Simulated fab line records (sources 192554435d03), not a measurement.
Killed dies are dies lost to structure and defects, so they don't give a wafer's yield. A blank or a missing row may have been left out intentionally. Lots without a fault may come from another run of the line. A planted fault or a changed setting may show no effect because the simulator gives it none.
Comparing a struck lot with a sound one | flow n5Finfet | 24 out of 1938 route steps
Sound: wafers L299.1, L299.2, L299.4. Wafers L315.2, L315.3, L315.6 were the ones struck. The cause is given at the end.
Per side, at each step with rows, come the tool, then ch with its chambers, and then its first start. Under that, the readings that differ: sound wafers | struck wafers | difference of the means | sigmas: that difference in standard deviations of wafers without a fault.
alike: words and numbers the same on both sides, and readings whose means are apart by under 2 such deviations; not compared: readings that were withheld, readings missing a value for some wafer, numbers with overlapping values and no deviation given by the record, and bounds like >300 which may hide the same value.
The two part at a step that has a row with sigmas, a row that says differs or no value, or rows on one side only. When numbers do not overlap yet have no deviation, they are printed without sigmas and do not part them. A reading missing from all wafers of one side parts the sides only when that side holds two or more wafers.

N5_BEOL_M8_ILD_DEP_00: deposits SiCOH lowk from DEMS/porogen, target thk 179.75 nm, time 33.4 s.
  sound on pecvd-04 ch 0,1, day 11 11:34; struck on pecvd-03 ch 0,1, day 16 22:26
  alike: heaterPowerOuterW, heaterPowerW, showerheadPlenumPTorr, throttleValvePct
then, 1 step without rows for these wafers: N5_BEOL_M8_CURE_74 (cures SiCOH lowk, time 240 s).
N5_BEOL_M8_THK_MEAS_01:
  sound on filmMetro-02 at day 11 12:09; struck on filmMetro-01 at day 16 23:01
  alike: M8_ILD_THK
N5_BEOL_M8_PECVD_70: deposits SiO2 from TEOS/O2, target thk 20 nm, time 22.7 s.
  sound on pecvd-04 ch 0,2, day 11 12:11; struck on pecvd-03 ch 1,2, day 16 23:04
  alike: heaterPowerOuterW, heaterPowerW, showerheadPlenumPTorr, throttleValvePct
then, 8 steps without rows for these wafers: N5_BEOL_M8_HM_DEP_02 (deposits TiN, target thk 20 nm); N5_BEOL_M8_COAT_59 (time 60 s, resist thk 100 nm); N5_BEOL_M8_COAT_60 (time 60 s, resist thk 35 nm); N5_BEOL_M8_COAT_05 (resist thk 90 nm); N5_BEOL_M8_EBR_07; N5_BEOL_M8_SOFTBAKE_06 (time 60 s); N5_BEOL_M8_EXPOSE_08 (exposes mask M8); N5_BEOL_M8_PEB_09 (peb time 60 s).
N5_BEOL_M8_DEVELOP_10: develop time 30 s.
  sound on lithoTrack-04 ch 0, day 11 12:41; struck on lithoTrack-04 ch 0, day 16 23:26
N5_BEOL_M8_CD_MEAS_11: target cd 38.5 nm.
  sound on cdSem-02 ch 0, day 11 12:44; struck on cdSem-02 ch 0, day 16 23:29
reading   | sound          | struck         | difference | sigmas
cdNm (nm) | 38.5 39.1 39.0 | 37.5 37.1 38.0 | -1.3       | -3
N5_BEOL_M8_OVL_MEAS_12:
  sound on overlay-01 ch 0, day 11 12:46; struck on overlay-01 ch 0, day 16 23:31
  alike: M8_OVL
N5_BEOL_M8_INSPECT_13: inspects for defects (brightfield).
  sound on defectInspect-01 at day 11 12:48; struck on defectInspect-02 at day 16 23:33
  alike: rawDefectCount
N5_BEOL_M8_DESCUM_16: chemistry O2, time 7.9 s.
  sound on rieDiel-05 ch 0,1,3, day 11 12:52; struck on rieDiel-03 ch 0,2,3, day 16 23:35
  alike: drypumpMotorCurrentA, oesProductAu, rfVppV, showerheadPlenumPTorr, throttleValvePct
  not compared: rfHoursCounterH
N5_BEOL_M8_ETCH_61: etches SiARC in CF4, target depth 45.5 nm, time 75.8 s.
  sound on rieDiel-05 ch 0,1,3, day 11 12:55; struck on rieDiel-03 ch 0,2,3, day 16 23:37
reading                                     | sound        | struck         | difference | sigmas
model.BEOL_M8.cdOffsetNm (nm)               | 0.2 0.2 1    | -0.8 -1 -0.4   | -1.2       | 
model.CAR-ArF_of_BEOL_M8_COAT_05.thkNm (nm) | 51.2 51 50.6 | 51.6 51.6 51.6 | +0.7       | 
  alike: drypumpMotorCurrentA, etchRfOnTimeS, oesProductAu, rfVppV, showerheadPlenumPTorr, throttleValvePct
  not compared: rfHoursCounterH
then, 2 steps without rows for these wafers: N5_BEOL_M8_ETCH_62 (etches SOC in N2/H2, target depth 110 nm, overetch 22 nm, time 165 s); N5_BEOL_M8_STRIP_68 (strips in N2/H2).
N5_BEOL_M8_STRIP_67: strips in CF4.
  sound on rieDiel-05 ch 0,1,3, day 11 13:07; struck on rieDiel-03 ch 0,2,3, day 16 23:49
  alike: drypumpMotorCurrentA, oesProductAu, rfVppV, showerheadPlenumPTorr, throttleValvePct
  not compared: rfHoursCounterH
N5_BEOL_M8_HM_OPEN_17: chemistry Cl2/BCl3, target TiN, target depth 20 nm, overetch 6 nm.
  sound on rieMetal-03 ch 0,1, day 11 13:09; struck on rieMetal-02 ch 0,1, day 16 23:52
reading                       | sound     | struck         | difference | sigmas
model.BEOL_M8.cdOffsetNm (nm) | 0.2 0 0.8 | -0.6 -0.8 -0.4 | -0.9       | 
  alike: bcl3FlowSccm, drypumpMotorCurrentA, oesProductAu, throttleValvePct
  not compared: rfHoursCounterH
N5_BEOL_M8_STRIP_19: strips in O2.
  sound on rieDiel-05 ch 0,1,2, day 11 13:16; struck on rieDiel-03 ch 2,3, day 16 23:58
  alike: drypumpMotorCurrentA, oesProductAu, rfVppV, showerheadPlenumPTorr, throttleValvePct
  not compared: rfHoursCounterH
following that, these wafers have no rows for 1 step: N5_PASSIVATION_PROBE_49.

WHERE THEY PART
N5_BEOL_M8_CD_MEAS_11 only, going by this record. Later steps at which nothing parts them and some readings are alike: N5_BEOL_M8_OVL_MEAS_12, N5_BEOL_M8_INSPECT_13, N5_BEOL_M8_DESCUM_16, N5_BEOL_M8_ETCH_61, N5_BEOL_M8_STRIP_67, N5_BEOL_M8_HM_OPEN_17, N5_BEOL_M8_STRIP_19.

WHY: the cause the simulator had injected
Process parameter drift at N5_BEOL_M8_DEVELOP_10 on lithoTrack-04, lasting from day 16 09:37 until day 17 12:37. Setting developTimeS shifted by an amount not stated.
